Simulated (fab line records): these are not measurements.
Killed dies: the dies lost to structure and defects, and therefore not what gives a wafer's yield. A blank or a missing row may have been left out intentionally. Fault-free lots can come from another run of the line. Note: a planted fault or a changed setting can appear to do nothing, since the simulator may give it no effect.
Which tool is to blame? || flow nand harc || 7 lots, 20 wafers sampled, at 2 steps of a route of 1159

WHAT THE GAUGES READ, wafer by wafer
NHARC_HYBRID_BOND_OVL_MEAS_05.
{"lot": "L732", "measured": "day 18 22:14", "on": "overlay-02", "overlay x nm (nm)": "-56 -25 23"}
{"lot": "L735", "measured": "day 19 14:10", "on": "overlay-01", "overlay x nm (nm)": "-47 -4 -18"}
{"lot": "L739", "measured": "day 20 15:55", "on": "overlay-01", "overlay x nm (nm)": 27}
{"lot": "L746", "measured": "day 22 06:25", "on": "overlay-01", "overlay x nm (nm)": "-31 -5 -4"}
{"lot": "L748", "measured": "day 22 18:44", "on": "overlay-02", "overlay x nm (nm)": "19 46 -29"}
{"lot": "L752", "measured": "day 22 23:41", "on": "overlay-01", "overlay x nm (nm)": "-34 -10 50"}
{"lot": "L754", "measured": "day 24 23:16", "on": "overlay-02", "overlay x nm (nm)": "39 40 19"}

WHICH TOOL RAN EACH LOT (tool, then ch and the chambers of the sampled wafers, then the start)
{"lot": "L732", "NHARC_A_CONTACT_DEP_57": "acl dep-03 ch 0, day 16 18:07"}
{"lot": "L735", "NHARC_A_CONTACT_DEP_57": "acl dep-01 ch 0, day 17 15:33"}
{"lot": "L739", "NHARC_A_CONTACT_DEP_57": "acl dep-01 ch 0, day 18 18:29"}
{"lot": "L746", "NHARC_A_CONTACT_DEP_57": "acl dep-03 ch 0, day 20 06:15"}
{"lot": "L748", "NHARC_A_CONTACT_DEP_57": "acl dep-03 ch 0, day 20 12:10"}
{"lot": "L752", "NHARC_A_CONTACT_DEP_57": "acl dep-02 ch 0, day 21 04:29"}
{"lot": "L754", "NHARC_A_CONTACT_DEP_57": "acl dep-01 ch 0, day 23 02:00"}
- NHARC_A_CONTACT_DEP_57: deposits aC, target thk 2800 nm.

THE ANSWER, worked out from the rows above alone
Rule: what is usual is taken from the lots themselves. The widest of any qualifying gaps counts: lots, ordered by their means at a reading, are off when they make up no more than a third of the lots, leave a main group of 4 or more, and stand apart from it by 3 or more times the standard deviation of that group's means. If all means in a main group match to the digits the tables above print for the reading, that group is not used. A lot without any number at a reading at which 4 lots or more have one is off too. The other lots that the step has rows for count as sound.
Nothing can be told from this: no lot is off at any reading shown.

WHAT THE SIMULATOR PUT IN
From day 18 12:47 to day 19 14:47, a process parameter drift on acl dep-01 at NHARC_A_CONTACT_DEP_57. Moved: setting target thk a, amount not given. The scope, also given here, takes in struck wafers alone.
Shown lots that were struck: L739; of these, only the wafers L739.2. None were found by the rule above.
